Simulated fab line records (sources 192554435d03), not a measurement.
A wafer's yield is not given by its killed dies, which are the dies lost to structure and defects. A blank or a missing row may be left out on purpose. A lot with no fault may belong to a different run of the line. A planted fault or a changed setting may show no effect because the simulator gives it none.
Chamber matching    flow n5-finfet    ald-sin-02 running N5_FIN_SAQP_SPACER2_ALD_28: 4 sister chambers
The step deposits SiO2, target thk 8.1 nm, pulse time 1 s, purge time 2 s. 20 wafers are shown with their chamber, then 10 later ones without.

## WAFERS PAIRED WITH THEIR CHAMBERS
wafer   chamber  heater-power-w (W)  precursor-pulse-height-rel
L074.2  0        509                 1.031
L074.5  0        519                 0.964
L074.6  3        412                 1.005
L078.1  2        440                 1.030
L078.2  1        483                 0.985
L078.3  0        517                 0.999
L078.4  3        404                 0.986
L078.5  1        493                 1.037
L078.6  2        432                 1.002
L080.3  0        507                 1.002
L080.4  2        435                 0.998
L080.5  1        488                 1.022
L081.1  0        511                 0.991
L081.2  1        488                 1.012
L081.5  2        459                 0.987
L083.1  1        493                 1.004
L083.2  0        509                 1.015
L083.3  3        408                 0.971
L083.4  2        450                 1.014
L083.5  3        407                 1.026

SIGNATURES, as means of the wafers listed above
reading                     chamber 0  chamber 1  chamber 2  chamber 3  scatter within a chamber
heater-power-w              512.00     489.00     443.20     407.75     6.71
precursor-pulse-height-rel  1.00033    1.01200    1.00620    0.99700    0.0207
Rule: for each reading, subtract the chamber's mean from the wafer's reading, divide by that reading's scatter and square the result; add these up over the readings and take the root, which gives the wafer's distance from the chamber. The wafer belongs to the nearest chamber; if the next one is less than 2 further off, it can't be placed. The scatter: take each reading less its chamber's mean, square it, sum over the shown wafers, divide by the number of wafers less the number of chambers, and take the root.

## WAFERS MISSING THEIR CHAMBER
wafer   heater-power-w (W)  precursor-pulse-height-rel
L083.6  514                 1.009
L089.1  442                 0.987
L089.3  515                 1.011
L089.4  487                 1.001
L090.1  403                 0.993
L090.2  516                 1.010
L090.3  495                 1.054
L094.3  500                 1.020
L094.4  442                 1.004
L094.6  403                 0.957

## WHICH CHAMBER EACH ONE RAN IN
wafer   from the rows above      in truth
L083.6  0                        0
L089.1  2                        2
L089.3  0                        0
L089.4  1                        1
L090.1  3                        3
L090.2  0                        0
L090.3  can't be placed: 1 or 0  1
L094.3  can't be placed: 1 or 0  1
L094.4  2                        2
L094.6  3                        3
Placed correctly: 8 of 10. From these rows, 2 cannot be placed; in 2 the true chamber is one of the candidates. Number placed wrongly: 0.
